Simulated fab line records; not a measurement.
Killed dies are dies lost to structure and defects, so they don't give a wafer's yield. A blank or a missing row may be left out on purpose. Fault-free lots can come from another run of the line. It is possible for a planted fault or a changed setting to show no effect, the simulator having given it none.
Chamber matching -- flow n5 finfet -- rie diel-03 running N5_PMOS_HMC_CHANNEL_EPI_HM_OPEN_15: 4 sister chambers
The step chemistry CHF3/O2, target SiO2, target depth 40.6 nm, time 20.3 s. 18 wafers are shown with their chamber, then 9 later ones without.

## EACH WAFER AND ITS CHAMBER
wafer,chamber,showerhead plenum p Torr (Torr),throttle valve pct (%),drypump motor current A (A)
L078.1,0,2.43,18.57,4.9
L078.3,1,2.51,19.27,6.0
L078.6,1,2.51,19.28,6.0
L080.3,3,2.49,18.95,6.7
L080.4,1,2.51,19.27,6.0
L080.5,1,2.51,19.27,6.1
L081.2,2,2.43,18.71,5.7
L081.4,1,2.51,19.28,6.0
L081.5,1,2.51,19.27,6.1
L083.3,3,2.48,18.97,6.7
L083.5,3,2.48,18.96,6.6
L083.6,2,2.43,18.72,5.7
L086.3,0,2.43,18.58,4.9
L086.4,3,2.48,18.96,6.6
L086.6,3,2.48,18.97,6.6
L088.1,3,2.48,18.98,6.6
L088.4,2,2.43,18.71,5.8
L088.6,2,2.43,18.74,5.8

SIGNATURES (averages over the wafers above)
reading,chamber 0,chamber 1,chamber 2,chamber 3,scatter within a chamber
showerhead plenum p Torr,2.4300,2.5100,2.4300,2.4817,0.00244
throttle valve pct,18.5750,19.2733,18.7200,18.9650,0.00976
drypump motor current A,4.900,6.033,5.750,6.633,0.0512
Rule: a wafer's distance from a chamber is the root of the sum, over the readings, of the square of ((its reading less the chamber's mean) divided by the reading's scatter). The wafer belongs to the nearest chamber; if the next one is less than 2 further off, it can't be placed. The scatter is the square root of a quotient: the sum, over the shown wafers, of each reading's squared deviation from its chamber's mean, divided by wafers minus chambers.

## WAFERS MISSING THEIR CHAMBER
wafer,showerhead plenum p Torr (Torr),throttle valve pct (%),drypump motor current A (A)
L089.1,2.43,18.72,5.8
L089.2,2.48,18.98,6.6
L089.3,2.50,19.30,6.0
L094.2,2.50,19.32,6.0
L094.3,2.43,18.76,5.7
L094.6,2.50,19.31,6.0
L096.1,2.42,18.76,5.7
L096.3,2.42,18.63,4.9
L096.5,2.50,19.34,6.0

## CHAMBER TAKEN BY EACH
wafer,from the rows above,in truth
L089.1,2,2
L089.2,3,3
L089.3,1,1
L094.2,1,1
L094.3,2,2
L094.6,1,1
L096.1,2,2
L096.3,0,0
L096.5,1,1
Correct placement for 9 of the 9. Not placeable from these rows: 0. Wrongly placed: 0.
